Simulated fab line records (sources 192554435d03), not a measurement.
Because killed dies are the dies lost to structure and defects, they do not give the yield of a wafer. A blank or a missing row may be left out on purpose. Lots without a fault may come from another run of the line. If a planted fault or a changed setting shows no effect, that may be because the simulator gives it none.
Chamber matching || flow n5Finfet || N5_BEOL_M2_DEP_57 on pecvd-04 has 3 sister chambers
The step deposits SiCN from 3MS/NH3, target thk 8 nm, time 14 s. 14 wafers are shown with their chamber, then 7 later ones without.

EACH WAFER AND ITS CHAMBER
{"wafer": "L075.2", "chamber": 2, "showerheadPlenumPTorr (Torr)": 3.655, "throttleValvePct (%)": 9.4}
{"wafer": "L075.3", "chamber": 0, "showerheadPlenumPTorr (Torr)": 3.654, "throttleValvePct (%)": 9.2}
{"wafer": "L075.4", "chamber": 0, "showerheadPlenumPTorr (Torr)": 3.640, "throttleValvePct (%)": 9.0}
{"wafer": "L074.2", "chamber": 1, "showerheadPlenumPTorr (Torr)": 3.688, "throttleValvePct (%)": 9.4}
{"wafer": "L074.3", "chamber": 0, "showerheadPlenumPTorr (Torr)": 3.648, "throttleValvePct (%)": 9.3}
{"wafer": "L074.5", "chamber": 1, "showerheadPlenumPTorr (Torr)": 3.681, "throttleValvePct (%)": 9.0}
{"wafer": "L079.1", "chamber": 1, "showerheadPlenumPTorr (Torr)": 3.679, "throttleValvePct (%)": 8.9}
{"wafer": "L079.4", "chamber": 1, "showerheadPlenumPTorr (Torr)": 3.680, "throttleValvePct (%)": 9.0}
{"wafer": "L079.5", "chamber": 2, "showerheadPlenumPTorr (Torr)": 3.653, "throttleValvePct (%)": 9.4}
{"wafer": "L084.2", "chamber": 2, "showerheadPlenumPTorr (Torr)": 3.645, "throttleValvePct (%)": 9.3}
{"wafer": "L084.3", "chamber": 0, "showerheadPlenumPTorr (Torr)": 3.647, "throttleValvePct (%)": 9.0}
{"wafer": "L084.6", "chamber": 2, "showerheadPlenumPTorr (Torr)": 3.658, "throttleValvePct (%)": 9.4}
{"wafer": "L085.1", "chamber": 0, "showerheadPlenumPTorr (Torr)": 3.643, "throttleValvePct (%)": 9.1}
{"wafer": "L085.2", "chamber": 2, "showerheadPlenumPTorr (Torr)": 3.652, "throttleValvePct (%)": 9.5}

SIGNATURES, as means of the wafers listed above
{"reading": "showerheadPlenumPTorr", "chamber 0": 3.64640, "chamber 1": 3.68200, "chamber 2": 3.65260, "scatter within a chamber": 0.00483}
{"reading": "throttleValvePct", "chamber 0": 9.120, "chamber 1": 9.075, "chamber 2": 9.400, "scatter within a chamber": 0.146}
Rule: a wafer's distance from a chamber is the root of the sum, over the readings, of the square of ((its reading less the chamber's mean) divided by the reading's scatter). The wafer belongs to the nearest chamber; if the next one is less than 2 further off, it can't be placed. The scatter: the root of (the sum of the squares of (reading less its chamber's mean) over the shown wafers, divided by (wafers less chambers)).

WAFERS WHOSE CHAMBER IS MISSING
{"wafer": "L085.3", "showerheadPlenumPTorr (Torr)": 3.688, "throttleValvePct (%)": 8.9}
{"wafer": "L088.1", "showerheadPlenumPTorr (Torr)": 3.650, "throttleValvePct (%)": 9.7}
{"wafer": "L088.4", "showerheadPlenumPTorr (Torr)": 3.693, "throttleValvePct (%)": 9.0}
{"wafer": "L088.5", "showerheadPlenumPTorr (Torr)": 3.656, "throttleValvePct (%)": 9.3}
{"wafer": "L087.3", "showerheadPlenumPTorr (Torr)": 3.654, "throttleValvePct (%)": 9.4}
{"wafer": "L087.4", "showerheadPlenumPTorr (Torr)": 3.645, "throttleValvePct (%)": 9.3}
{"wafer": "L087.5", "showerheadPlenumPTorr (Torr)": 3.676, "throttleValvePct (%)": 8.9}

CHAMBER TAKEN BY EACH
{"wafer": "L085.3", "from the rows above": 1, "in truth": 1}
{"wafer": "L088.1", "from the rows above": "can't be placed: 2 or 0", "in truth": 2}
{"wafer": "L088.4", "from the rows above": 1, "in truth": 1}
{"wafer": "L088.5", "from the rows above": "can't be placed: 2 or 0", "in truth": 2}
{"wafer": "L087.3", "from the rows above": 2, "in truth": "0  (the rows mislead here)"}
{"wafer": "L087.4", "from the rows above": "can't be placed: 0 or 2", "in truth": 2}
{"wafer": "L087.5", "from the rows above": 1, "in truth": 1}
3 of 7 placed correctly. From these rows, 3 cannot be placed; in 3 the true chamber is one of the candidates. Placed wrongly: 1.
